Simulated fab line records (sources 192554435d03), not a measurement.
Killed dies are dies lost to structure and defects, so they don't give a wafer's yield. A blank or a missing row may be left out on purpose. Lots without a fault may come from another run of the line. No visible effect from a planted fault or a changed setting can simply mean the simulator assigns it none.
Struck lot and sound lot, side by side + flow n5_finfet + 42 out of 1938 route steps
Sound: wafers L170.2, L170.3, L170.6. Struck: wafers L190.2, L190.3 (left out: L190.4, a lot-mate that was not struck); the cause follows at the end.
Each step with rows lists, per side, the tool, then ch with its chambers, then its first start. Under that, the readings that differ: sound wafers + struck wafers + difference of the means + sigmas: that difference in standard deviations of wafers without a fault.
alike: words and numbers the same on both sides, and readings whose means are apart by under 2 such deviations; not compared: readings that were withheld, readings missing a value for some wafer, numbers with overlapping values and no deviation given by the record, and bounds like >300 which may hide the same value.
A row with sigmas, a row that says differs or no value, or rows on one side alone: a step with any of these is where the two part. When numbers do not overlap yet have no deviation, they are printed without sigmas and do not part them. A reading missing from all wafers of one side parts the sides only when that side holds two or more wafers.

first, 4 steps without rows for these wafers: N5_HKMG_FIN_SOFTBAKE_07 (time 60 s); N5_HKMG_FIN_EXPOSE_09 (exposes mask NWFM); N5_HKMG_FIN_PEB_10 (peb time 60 s); N5_HKMG_FIN_DEVELOP_11 (develop time 30 s).
N5_HKMG_FIN_CD_MEAS_12 targets a cd of 92.8 nm.
  sound on cd_sem-02 ch 0, day 4 03:50; struck on cd_sem-02 ch 0, day 9 02:45
  alike: cd_nm
N5_HKMG_FIN_OVL_MEAS_13:
  sound on overlay-02 ch 0, day 4 03:52; struck on overlay-02 ch 0, day 9 02:47
  alike: NWFM_OVL
N5_HKMG_FIN_INSPECT_14: inspects for defects (macro).
  struck on defect_inspect-01, day 9 02:48; sound on defect_inspect-01, day 4 03:53
  alike: raw_defect_count
then, 5 steps without rows for these wafers: N5_HKMG_FIN_DESCUM_17 (chemistry O2, time 7.9 s); N5_HKMG_FIN_ETCH_31 (etches SiARC in CF4, target depth 45.5 nm, time 75.8 s); N5_HKMG_FIN_ETCH_32 (etches SOC in N2/H2, target depth 240 nm, time 300 s); N5_HKMG_FIN_STRIP_33 (strips in N2/H2); N5_HKMG_FIN_STRIP_34 (strips in CF4).
N5_HKMG_FIN_ETCH_35: etches SOC in N2/H2, target depth 215.8 nm, time 243.4 s.
  sound on rie_diel-01 ch 2,3, day 4 04:16; struck on rie_diel-06 ch 0,3, day 9 03:08
| reading                                   | sound             | struck      | difference | sigmas |
|-------------------------------------------|-------------------|-------------|------------|--------|
| oes_product_au (a.u.)                     | 0.85 0.83 0.82    | 0.96 1.20   | +0.25      | +3     |
| model.HKMG_FIN.feature_depth_nm (nm)      | 214.8 219.2 219.2 | 353.4 362   | +140.0     |        |
| model.etch.depth_nm (nm)                  | 214.9 219.2 219.1 | 353.4 361.9 | +139.9     |        |
| model.SOC_of_HKMG_FIN_COAT_29.thk_nm (nm) | 84.2 79.6 80.4    | 0 0         | -81        |        |
  alike: drypump_motor_current_A, rf_vpp_V, showerhead_plenum_p_Torr, throttle_valve_pct
  not compared: rf_hours_counter_h
N5_HKMG_FIN_STRIP_92: strips SOC in N2/H2, time 20 s.
  sound on rie_diel-01 ch 2,3, day 4 04:25; struck on rie_diel-06 ch 0,3, day 9 03:17
| reading                                   | sound          | struck    | difference | sigmas |
|-------------------------------------------|----------------|-----------|------------|--------|
| showerhead_plenum_p_Torr (Torr)           | 3.27 3.26 3.26 | 3.44 3.53 | +0.22      | +2     |
| model.SOC_of_HKMG_FIN_COAT_29.thk_nm (nm) | 74 69.2 70     | 0 0       | -71        |        |
  alike: bias_power_w, drypump_motor_current_A, oes_product_au, rf_vpp_V, throttle_valve_pct
  not compared: rf_hours_counter_h
then, 4 steps without rows for these wafers: N5_HKMG_FIN_WET_ETCH_18 (etches TiN in SC1, time 55 s, target depth 5.2 nm, rinse time 30 s); N5_HKMG_FIN_STRIP_19 (strips in N2/H2, time 360 s); N5_HKMG_FIN_ALD_91 (deposits TiN, target thk 1 nm, pulse time 1 s, purge time 3 s); N5_HKMG_FIN_COAT_85 (time 60 s, resist thk 300 nm).
N5_HKMG_FIN_ETCH_86: etches SOC in N2/H2, stops on TiN, target depth 393.2 nm.
  sound on rie_diel-01 ch 0,2, day 4 05:17; struck on rie_diel-06 ch 0,3, day 9 04:10
  alike: drypump_motor_current_A, oes_product_au, rf_vpp_V, showerhead_plenum_p_Torr, throttle_valve_pct
  not compared: rf_hours_counter_h
N5_HKMG_FIN_STRIP_89: strips SOC in N2/H2, time 20 s.
  sound on rie_diel-01 ch 0,2, day 4 05:20; struck on rie_diel-06 ch 0,3, day 9 04:14
  alike: bias_power_w, drypump_motor_current_A, oes_product_au, rf_vpp_V, showerhead_plenum_p_Torr, throttle_valve_pct
  not compared: rf_hours_counter_h
then, 5 steps without rows for these wafers: N5_HKMG_FIN_WET_ETCH_87 (etches TiN in SC1, time 154.2 s, target depth 4.7 nm, rinse time 30 s); N5_HKMG_FIN_STRIP_88 (strips in N2/H2, time 360 s); N5_HKMG_FIN_NWFM_ALD_20 (deposits TiAlC, target thk 2 nm, pulse time 3 s, purge time 2 s); N5_HKMG_FIN_ALD_71 (deposits TiN, target thk 1 nm, pulse time 1 s, purge time 3 s); N5_HKMG_FIN_COAT_66 (time 60 s, resist thk 300 nm).
N5_HKMG_FIN_ETCH_67: etches SOC in N2/H2, stops on TiN, target depth 388.9 nm.
  sound on rie_diel-01 ch 1,2,3, day 4 06:21; struck on rie_diel-01 ch 0,2, day 9 05:16
  alike: drypump_motor_current_A, oes_product_au, rf_vpp_V, showerhead_plenum_p_Torr, throttle_valve_pct
  not compared: rf_hours_counter_h
then, 2 steps without rows for these wafers: N5_HKMG_FIN_STRIP_90 (strips SOC in N2/H2, time 20 s); N5_HKMG_FIN_WET_ETCH_73 (etches the open film in SC1, time 42.3 s, target depth 1.3 nm, rinse time 30 s).
N5_HKMG_FIN_ETCHBACK_68: etches the open film in Cl2/Ar, stops on HfO2, target depth 0.5 nm.
  sound on rie_metal-02 ch 0, day 4 06:34; struck on rie_metal-02 ch 0,1, day 9 05:29
  alike: drypump_motor_current_A, oes_product_au, throttle_valve_pct
  not compared: rf_hours_counter_h
then, 8 steps without rows for these wafers: N5_HKMG_FIN_STRIP_69 (strips in N2/H2, time 360 s); N5_HKMG_FIN_ALD_21 (deposits TiN, target thk 1.5 nm, pulse time 1 s, purge time 3 s); N5_HKMG_FIN_ALD_72 (deposits W, target thk 2 nm, pulse time 1 s, purge time 2 s); N5_HKMG_FIN_W_FILL_22 (material W, target thk 60 nm, time 18.2 s); N5_HKMG_FIN_PRECLEAN_83 (cleans in DIW, time 57.5 s); N5_HKMG_FIN_SRD_84 (dry time 32 s); N5_HKMG_FIN_CMP_23 (polishes, stops on SiNx, t overpolish 10 s, target thk 46.326 nm); N5_HKMG_FIN_CMP_94 (polishes, stops on SiNx, t overpolish 4.7 s, target thk 43.299 nm).
N5_HKMG_FIN_INSPECT_28: inspects for defects (darkfield).
  struck on defect_inspect-02, day 9 07:15; sound on defect_inspect-02, day 4 08:20
  alike: raw_defect_count
then, 2 steps without rows for these wafers: N5_GATE_CUT_ETCHBACK_00 (etches W in SF6/Cl2); N5_GATE_CUT_ETCH_56 (etches TiN in Cl2/Ar, target depth 21.6 nm).
N5_GATE_CUT_ETCHBACK_30: etches TiN in Cl2/Ar, target depth 3 nm.
  sound on rie_metal-01 ch 0,1, day 4 08:35; struck on rie_metal-03 ch 0,1, day 9 07:30
  alike: drypump_motor_current_A, oes_product_au, throttle_valve_pct
  not compared: rf_hours_counter_h
-- record jumps: 3 days separate the struck wafers' starts on either side; left off in module GATE_CUT, taken up again in module BEOL_M4, whose first shown step is the route's number 1111 --
N5_BEOL_M4_RC_MEAS_101:
  sound on prober-02 ch 0, day 7 18:53; struck on prober-02 ch 0, day 12 17:45
| reading         | sound                | struck        | difference | sigmas |
|-----------------|----------------------|---------------|------------|--------|
| EOT_N           | 10.44 10.47 10.44    | 10.12 10.16   | -0.31      | -3     |
| EOT_P           | 10.49 10.40 10.46    | 10.12 10.14   | -0.32      | -4     |
| IGATE_N (nA/um) | 0.0144 0.0134 0.0131 | 0.0487 0.0542 | +0.0378    | +21    |
| IGATE_P (nA/um) | 0.0044 0.0041 0.0040 | 0.0143 0.0159 | +0.0109    | +20    |
| IOFF_P (nA/um)  | 0.23 0.26 0.25       | 0.18 0.15     | -0.08      | -2     |
| VT_P (mV)       | -247 -245 -246       | -253 -258     | -10        | -3     |
  alike: DIBL_N, DIBL_P, IOFF_N, ION_N, ION_P, SS_N, SS_P, VT_N

WHERE THEY PART
First at N5_HKMG_FIN_ETCH_35; last, within this record, at N5_BEOL_M4_RC_MEAS_101.

WHY: what had been put in by the simulator
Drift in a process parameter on rie_diel-06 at N5_HKMG_FIN_ETCH_35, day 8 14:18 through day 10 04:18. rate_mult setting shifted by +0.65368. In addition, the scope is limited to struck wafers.
